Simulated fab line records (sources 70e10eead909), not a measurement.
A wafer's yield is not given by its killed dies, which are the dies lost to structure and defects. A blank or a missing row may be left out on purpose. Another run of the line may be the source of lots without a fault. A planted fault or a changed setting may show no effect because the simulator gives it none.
Comparing a struck lot with a sound one -- flow nand harc -- 40 out of 1159 route steps
Sound: these wafers, L885.2, L885.3, L885.5. Wafers L899.1, L899.3, L899.4 were the ones struck. At the end, the cause is stated.
At each step with rows: each side's tool, then ch and its chambers, then its first start. Under that, the readings that differ: sound wafers -- struck wafers -- difference of the means -- sigmas: that difference in standard deviations of wafers without a fault.
alike: same words and numbers on both sides, and readings whose means sit less than 2 such deviations apart. not compared: any withheld reading, any reading some wafer has no value for, any bound like >300 that may hide the same value, and any number with overlapping values for which the record gives no deviation.
Wherever a step has rows on one side only, a row that says differs or no value, or a row with sigmas, the two part there. Numbers that don't overlap but have no deviation are shown without sigmas and don't part them. A reading missing from all wafers of one side parts the sides only when that side holds two or more wafers.

first, 2 steps without rows for these wafers: NHARC_THIN_TSV_ETCH_44 (etches the open film in CF4/O2, target depth 1594.2 nm, time 797.1 s); NHARC_THIN_TSV_ETCH_15 (target depth 3000 nm, bosch target overetch cycles 2, bosch etch step 2.8 s).
NHARC_THIN_TSV_CD_MEAS_16:
  sound: cd sem-03 at day 19 08:32; struck: cd sem-02 at day 23 09:15
  alike: cd nm
then, 2 steps without rows for these wafers: NHARC_THIN_TSV_STRIP_45 (strips in O2); NHARC_THIN_TSV_STRIP_46 (strips in post etch residue remover, time 1200 s).
NHARC_THIN_TSV_DEP_47: deposits SiO2, target thk 200 nm.
  sound on pecvd-02 ch 0,1,2, day 19 09:25; struck on pecvd-04 ch 0,1,2, day 23 10:10
  alike: rf fwd power W, throttle valve pct
then, 4 steps without rows for these wafers: NHARC_THIN_TSV_ETCHBACK_48 (etches the open film in C4F8/Ar, target depth 1028.5 nm, time 405.17 s); NHARC_THIN_TSV_STRIP_62 (strips in N2/H2, time 20 s); NHARC_THIN_TSV_DEGAS_49 (time 120 s); NHARC_THIN_TSV_PRE_CLEAN_50 (time 30 s).
NHARC_THIN_TSV_PVD_19: deposits TaN, target thk 20 nm.
  sound on pvd sputter-03; struck on pvd sputter-01
  alike: chamber pressure pa, throttle valve pct
then, 1 step without rows for these wafers: NHARC_THIN_TSV_PVD_51 (deposits Cu, target thk 100 nm).
NHARC_THIN_TSV_ECD_20: material Cu, target thk 2000 nm.
  sound on ecd cu-01 ch 0,1, day 19 10:54; struck on ecd cu-01 ch 0,1, day 23 11:56
NHARC_THIN_TSV_ANNEAL_52: time 90 s.
  sound on rtp anneal-01 ch 0, day 19 11:40; struck on rtp anneal-01 ch 0, day 23 12:39
  alike: wafer_temp_C_max
then, 2 steps without rows for these wafers: NHARC_THIN_TSV_CMP_21 (polishes, t overpolish 30 s, target thk 2000 nm); NHARC_THIN_TSV_SRD_23.
NHARC_THIN_TSV_DEGAS_53: time 60 s.
  sound: pvd sputter-01 at day 19 12:26; struck: pvd sputter-01 at day 23 13:46
  alike: heater power w
then, 11 steps without rows for these wafers: NHARC_THIN_TSV_PRE_CLEAN_54 (time 30 s); NHARC_THIN_TSV_PVD_55 (deposits TiN, target thk 50 nm); NHARC_THIN_TSV_PVD_24 (deposits Al, target thk 800 nm); NHARC_THIN_TSV_DEHYDRATE_25 (time 120 s); NHARC_THIN_TSV_HMDS_26 (time 30 s); NHARC_THIN_TSV_COAT_27; NHARC_THIN_TSV_SOFTBAKE_28 (time 95 s); NHARC_THIN_TSV_EBR_29; NHARC_THIN_TSV_EXPOSE_30 (exposes mask PAD); NHARC_THIN_TSV_PEB_31 (peb time 85 s); NHARC_THIN_TSV_DEVELOP_32 (time 70 s).
NHARC_THIN_TSV_CD_MEAS_33: target cd 5000 nm.
  sound on cd sem-01 ch 0, day 19 13:35; struck on cd sem-03 ch 0, day 23 14:54
  alike: cd nm
then, 4 steps without rows for these wafers: NHARC_THIN_TSV_HARDBAKE_34 (time 80 s); NHARC_THIN_TSV_DESCUM_35 (chemistry O2, time 3 s); NHARC_THIN_TSV_ETCH_59 (etches the open film in Cl2/BCl3, target depth 880 nm, time 138.1 s); NHARC_THIN_TSV_ETCH_36 (etches the open film in Cl2/BCl3, target depth 65 nm, time 18.571 s).
NHARC_THIN_TSV_STRIP_56: strips in O2.
  sound on plasma asher-01 ch 0,1, day 19 14:16; struck on plasma asher-01 ch 0,1, day 23 15:41
  alike: drypump motor current A, heater power w
  not compared: rf hours counter h
then, 1 step without rows for these wafers: NHARC_THIN_TSV_STRIP_57 (strips in post etch residue remover, time 1200 s).
NHARC_THIN_TSV_CD_MEAS_37:
  sound: cd sem-01 at day 19 15:02; struck: cd sem-03 at day 23 16:26
  alike: cd nm
then, 1 step without rows for these wafers: NHARC_THIN_TSV_ANNEAL_58 (time 1800 s).
NHARC_THIN_TSV_INSPECT_40:
  sound: defect inspect-02 at day 19 19:29; struck: defect inspect-02 at day 23 20:36
  alike: raw defect count
NHARC_END_WLT_00:
  the record has rows for the sound wafers here (prober-01, day 20 00:31) and none for the struck ones
NHARC_END_SORT_01:
  the record has rows for the struck wafers here (prober-01 ch 0, day 23 23:40) and none for the sound ones

== WHERE THEY PART ==
At NHARC_END_WLT_00 first; at NHARC_END_SORT_01 last (within this record only).

WHY: whatever the simulator had introduced
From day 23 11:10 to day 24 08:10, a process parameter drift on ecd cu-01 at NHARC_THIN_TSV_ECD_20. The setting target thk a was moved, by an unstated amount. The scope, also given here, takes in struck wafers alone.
